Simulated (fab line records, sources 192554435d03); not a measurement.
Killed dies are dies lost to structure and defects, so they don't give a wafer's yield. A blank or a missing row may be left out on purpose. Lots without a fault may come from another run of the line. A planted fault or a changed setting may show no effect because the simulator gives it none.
Chamber matching | flow n5_finfet | N5_BEOL_M2_STRIP_36 on rie_diel-01: 4 sister chambers
The step strips in N2/H2. 20 wafers are shown with their chamber, then 10 later ones without.

WAFERS WITH THEIR CHAMBER
wafer  | chamber | drypump_motor_current_A (A) | showerhead_plenum_p_Torr (Torr) | throttle_valve_pct (%)
L076.1 | 2       | 6.2                         | 2.59                            | 23.5
L076.3 | 0       | 6.2                         | 2.54                            | 23.5
L076.6 | 1       | 5.9                         | 2.66                            | 23.3
L078.2 | 2       | 6.2                         | 2.58                            | 23.5
L078.4 | 0       | 6.2                         | 2.53                            | 23.5
L078.5 | 2       | 6.2                         | 2.58                            | 23.5
L079.3 | 2       | 6.2                         | 2.58                            | 23.5
L079.4 | 2       | 6.2                         | 2.58                            | 23.5
L079.6 | 0       | 6.2                         | 2.53                            | 23.5
L081.2 | 1       | 5.9                         | 2.65                            | 23.3
L081.4 | 2       | 6.2                         | 2.58                            | 23.5
L081.5 | 1       | 5.9                         | 2.65                            | 23.3
L082.2 | 2       | 6.2                         | 2.58                            | 23.5
L082.4 | 0       | 6.2                         | 2.53                            | 23.5
L082.6 | 1       | 5.9                         | 2.65                            | 23.3
L086.1 | 0       | 6.2                         | 2.52                            | 23.5
L086.2 | 3       | 5.1                         | 2.70                            | 23.3
L086.5 | 3       | 5.1                         | 2.70                            | 23.3
L088.2 | 0       | 6.2                         | 2.52                            | 23.6
L088.3 | 1       | 6.0                         | 2.65                            | 23.3

SIGNATURES (means of the wafers above)
reading                  | chamber 0 | chamber 1 | chamber 2 | chamber 3 | scatter within a chamber
drypump_motor_current_A  | 6.200     | 5.920     | 6.200     | 5.100     | 0.0224
showerhead_plenum_p_Torr | 2.5283    | 2.6520    | 2.5814    | 2.7000    | 0.0053
throttle_valve_pct       | 23.517    | 23.300    | 23.500    | 23.300    | 0.0228
Rule: a wafer's distance from a chamber is the root of the sum, over the readings, of the square of ((its reading less the chamber's mean) divided by the reading's scatter). The wafer belongs to the nearest chamber; if the next one is less than 2 further off, it can't be placed. The scatter: the root of (the sum of the squares of (reading less its chamber's mean) over the shown wafers, divided by (wafers less chambers)).

WAFERS WITHOUT THEIR CHAMBER
wafer  | drypump_motor_current_A (A) | showerhead_plenum_p_Torr (Torr) | throttle_valve_pct (%)
L088.5 | 6.2                         | 2.52                            | 23.6
L091.2 | 5.1                         | 2.70                            | 23.4
L091.4 | 6.2                         | 2.57                            | 23.5
L091.6 | 5.9                         | 2.64                            | 23.3
L094.4 | 6.2                         | 2.52                            | 23.6
L094.5 | 6.2                         | 2.57                            | 23.6
L094.6 | 5.1                         | 2.69                            | 23.4
L097.1 | 6.2                         | 2.52                            | 23.6
L097.4 | 5.9                         | 2.64                            | 23.3
L097.5 | 6.2                         | 2.52                            | 23.6

WHICH CHAMBER EACH WENT THROUGH
wafer  | from the rows above | in truth
L088.5 | 0                   | 0
L091.2 | 3                   | 3
L091.4 | 2                   | 2
L091.6 | 1                   | 1
L094.4 | 0                   | 0
L094.5 | 2                   | 2
L094.6 | 3                   | 3
L097.1 | 0                   | 0
L097.4 | 1                   | 1
L097.5 | 0                   | 0
Placed correctly: 10 of 10. Can't be placed from these rows: 0. Placed wrongly: 0.
